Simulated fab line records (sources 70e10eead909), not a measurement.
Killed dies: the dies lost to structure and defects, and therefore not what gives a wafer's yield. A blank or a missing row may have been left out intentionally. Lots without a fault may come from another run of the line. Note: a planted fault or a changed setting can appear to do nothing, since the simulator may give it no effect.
Matching of chambers / flow nand-harc / pecvd-01 running NHARC_A_CONTACT_DEP_58: 3 sister chambers
The step deposits SiON, target thk 90 nm. 6 wafers are shown with their chamber, then 7 later ones without.

== EACH WAFER AND ITS CHAMBER ==
wafer=L082.2; chamber=0; heater-power-outer-w (W)=567; heater-power-w (W)=812
wafer=L081.2; chamber=0; heater-power-outer-w (W)=530; heater-power-w (W)=786
wafer=L081.4; chamber=1; heater-power-outer-w (W)=424; heater-power-w (W)=729
wafer=L081.6; chamber=2; heater-power-outer-w (W)=472; heater-power-w (W)=738
wafer=L081.1; chamber=2; heater-power-outer-w (W)=458; heater-power-w (W)=766
wafer=L081.3; chamber=1; heater-power-outer-w (W)=415; heater-power-w (W)=773

== WAFERS WITH NO CHAMBER GIVEN ==
wafer=L081.5; heater-power-outer-w (W)=529; heater-power-w (W)=809
wafer=L088.1; heater-power-outer-w (W)=555; heater-power-w (W)=842
wafer=L088.5; heater-power-outer-w (W)=430; heater-power-w (W)=673
wafer=L088.6; heater-power-outer-w (W)=559; heater-power-w (W)=842
wafer=L091.2; heater-power-outer-w (W)=501; heater-power-w (W)=769
wafer=L091.3; heater-power-outer-w (W)=463; heater-power-w (W)=783
wafer=L091.5; heater-power-outer-w (W)=421; heater-power-w (W)=671

== WHICH CHAMBER EACH WENT THROUGH ==
wafer=L081.5; from the rows above=0; in truth=0
wafer=L088.1; from the rows above=0; in truth=0
wafer=L088.5; from the rows above=can't be placed: 1 or 2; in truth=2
wafer=L088.6; from the rows above=0; in truth=0
wafer=L091.2; from the rows above=can't be placed: 2 or 0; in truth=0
wafer=L091.3; from the rows above=can't be placed: 2 or 1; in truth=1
wafer=L091.5; from the rows above=can't be placed: 1 or 2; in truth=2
Correctly placed: 3 of 7. Cannot be placed on the basis of these rows: 4; the candidates contain the true chamber in 4. 0 placed wrongly.
How it was worked out, from the rows above alone: a wafer's distance from a chamber is the root of the sum, over the readings, of the square of ((its reading less the chamber's mean) divided by the reading's scatter). If the next closest chamber is less than 2 further off than the closest, the wafer can't be placed; otherwise it belongs to the closest. A chamber's mean is the mean of its shown wafers. The scatter: take each reading less its chamber's mean, square it, sum over the shown wafers, divide by the number of wafers less the number of chambers, and take the root.
